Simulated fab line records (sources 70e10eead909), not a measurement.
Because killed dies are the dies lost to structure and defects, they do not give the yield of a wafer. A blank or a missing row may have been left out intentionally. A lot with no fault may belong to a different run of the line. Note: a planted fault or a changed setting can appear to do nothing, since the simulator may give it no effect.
Problem report in the 8D (eight disciplines) form, filled by code | flow nand-harc | the parts of the form that need people (team, actions taken, sign-off) are left out

== 1. WHAT WENT WRONG ==
Wafers with no fault read 56 with a standard deviation of 21, whereas killed-at-array at NHARC_END_SORT_01 reads a mean of 672 on 1 wafer of 1 lot. Relative to the usual mean, that is a shift of +29 standard deviations.
The first sign was on wafer L185.2 at day 33 12:59, on prober-02. The record holds 3 wafers of 1 lot with a number at this step. Rule for "out" (also "out of limits"): further than 4 standard deviations from the usual mean. All remaining wafers that have a number are taken as sound.

== 2. WHAT IT IS, WHAT IT ISN'T ==
question                    | is                           | is not
which readings at this step | killed-at-array, killed-dies | killed-at-other, killed-at-periphery, killed-open, killed-short
which lots                  | L185                         | -
which wafers of those lots  | L185.2                       | L185.4, L185.6
read on which gauges        | prober-02                    | -
when                        | from day 33 12:59            | up to then (0 sound wafers); but 2 sound wafers of L185 came after

== 3. THE SUSPECTS, EACH WITH WHAT RULES IT OUT ==
Counting: a tool at a process step up to the reading stays a suspect if it ran every lot that is out. Sound lots after the first of them don't rule it out here, since some wafers of a struck lot are sound.
- ruled out: the gauge at NHARC_END_SORT_01. All the wafers that are out were read on prober-02, but those of them that NHARC_A_STAIRCASE_TRIM_14 has rows for are out there too, on other tools.
- plasma-asher-01 at NHARC_A_STAIRCASE_STRIP_171 (strips in O2): kept. It ran the lot that is out, L185 (day 24 16:09).
- rie-diel-05 at NHARC_A_STAIRCASE_TRIM_14 (chemistry O2, time 211.2 s): kept. It ran the lot that is out, L185 (day 24 18:00). Out on those wafers are its own readings of run-length-s.
- rie-diel-05 at NHARC_A_STAIRCASE_ETCH_15 (etches the open film in C4F8/O2, target depth 100 nm, time 40.5 s): kept. It ran the lot that is out, L185 (day 33 12:59). With no start given for some of its lots, NHARC_A_STAIRCASE_ETCH_15 uses the hours and lot order of NHARC_END_SORT_01.
- rie-diel-05 at NHARC_A_STAIRCASE_TRIM_24 (chemistry O2, time 211.2 s): kept. It ran the lot that is out, L185 (day 33 12:59). With no start given for some of its lots, NHARC_A_STAIRCASE_TRIM_24 uses the hours and lot order of NHARC_END_SORT_01.
- Within plasma-asher-01 at NHARC_A_STAIRCASE_STRIP_171, the wafers that are out were processed in chamber 0 and their sound lot-mates in chamber 1.
- Within rie-diel-05 at NHARC_A_STAIRCASE_TRIM_14: the wafers that are out ran in chamber 0; their sound lot-mates ran in chambers 1, 3.
- Within rie-diel-05 at NHARC_A_STAIRCASE_TRIM_24: the wafers that are out ran in chamber 3; their sound lot-mates ran in chambers 0, 2.
Left after counting: plasma-asher-01 at NHARC_A_STAIRCASE_STRIP_171, rie-diel-05 at NHARC_A_STAIRCASE_TRIM_14, rie-diel-05 at NHARC_A_STAIRCASE_ETCH_15, rie-diel-05 at NHARC_A_STAIRCASE_TRIM_24.

== 4. THE CAUSE (what the simulator had put in) ==
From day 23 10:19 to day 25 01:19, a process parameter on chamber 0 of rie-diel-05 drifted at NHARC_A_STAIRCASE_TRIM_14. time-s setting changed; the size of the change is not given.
Counting leaves 4 suspects; this tool is one of them.

== 5. THE CHAIN OF EFFECTS, in route order ==
Each row: a reading where the mean over the struck wafers with a number is more than 3 standard deviations away from the usual. Only readings whose record carries a usual standard deviation are examined. hours: median over the lots of the time between each lot's start at the first step of this table that gives one and its start at this step. sigmas: the change, counted in usual standard deviations.
hours | step                      | reading         | usual   | on struck wafers | change | sigmas
0     | NHARC_A_STAIRCASE_TRIM_14 | run-length-s    | 232.7 s | 142.1            | -90.6  | -99 or more
211   | NHARC_END_SORT_01         | killed-at-array | 56      | 672              | +616   | +29
211   | NHARC_END_SORT_01         | killed-dies     | 61      | 677              | +616   | +29
Process steps it contains:
- NHARC_A_STAIRCASE_TRIM_14: chemistry O2, time 211.2 s.

== 6. WHAT WOULD HAVE CAUGHT IT SOONER ==
Counted from the fault's start at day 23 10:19, it took 243 hours until the first out-of-limits reading at a measuring or inspecting step in this record, taken at day 33 12:59.
Tool's own readings at NHARC_A_STAIRCASE_TRIM_14, run-length-s: out on all struck wafers the step has rows for; an alarm limit on them would have tripped on the first.
Each of the lots that are out, 1 in all, had begun NHARC_A_STAIRCASE_TRIM_14 on rie-diel-05 no later than day 33 12:59. Had the tool been put on hold then, not one of them would have been saved.
